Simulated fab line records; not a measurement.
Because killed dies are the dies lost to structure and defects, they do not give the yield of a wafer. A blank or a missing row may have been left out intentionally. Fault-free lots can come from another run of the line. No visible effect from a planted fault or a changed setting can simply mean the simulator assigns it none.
Chamber matching    flow n5-finfet    pecvd-04 running N5_BEOL_M5_DEP_56: 3 sister chambers
The step deposits SiCN from 3MS/NH3, target thk 8 nm, time 14 s. 14 wafers are shown with their chamber, then 7 later ones without.

## WAFERS WITH THEIR CHAMBER
wafer   chamber  showerhead-plenum-p-Torr (Torr)  throttle-valve-pct (%)
L075.1  1        3.669                            9.0
L075.4  0        3.653                            8.6
L075.5  1        3.674                            8.8
L081.2  1        3.678                            9.3
L081.3  2        3.665                            9.3
L081.6  0        3.656                            8.5
L083.2  1        3.677                            9.1
L083.3  2        3.671                            9.0
L083.5  2        3.676                            9.3
L086.2  2        3.669                            9.1
L086.3  0        3.648                            8.6
L086.6  2        3.664                            9.4
L092.1  2        3.669                            9.0
L092.2  0        3.654                            8.4

SIGNATURES (averages over the wafers above)
reading                   chamber 0  chamber 1  chamber 2  scatter within a chamber
showerhead-plenum-p-Torr  3.65275    3.67450    3.66900    0.00402
throttle-valve-pct        8.525      9.050      9.183      0.167
Rule: a wafer's distance from a chamber is the root of the sum, over the readings, of the square of ((its reading less the chamber's mean) divided by the reading's scatter). The wafer belongs to the nearest chamber; if the next one is less than 2 further off, it can't be placed. The scatter is the square root of a quotient: the sum, over the shown wafers, of each reading's squared deviation from its chamber's mean, divided by wafers minus chambers.

## WAFERS MISSING THEIR CHAMBER
wafer   showerhead-plenum-p-Torr (Torr)  throttle-valve-pct (%)
L092.3  3.669                            9.1
L095.2  3.659                            8.5
L095.5  3.669                            9.1
L095.6  3.689                            9.1
L096.2  3.649                            8.5
L096.4  3.669                            9.1
L096.5  3.669                            9.4

## CHAMBER TAKEN BY EACH
wafer   from the rows above      in truth
L092.3  can't be placed: 2 or 1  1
L095.2  0                        0
L095.5  can't be placed: 2 or 1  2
L095.6  can't be placed: 1 or 2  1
L096.2  0                        0
L096.4  can't be placed: 2 or 1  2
L096.5  can't be placed: 2 or 1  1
Correct placement for 2 of the 7. From these rows, 5 cannot be placed; in 5 the true chamber is one of the candidates. Placed wrongly: 0.
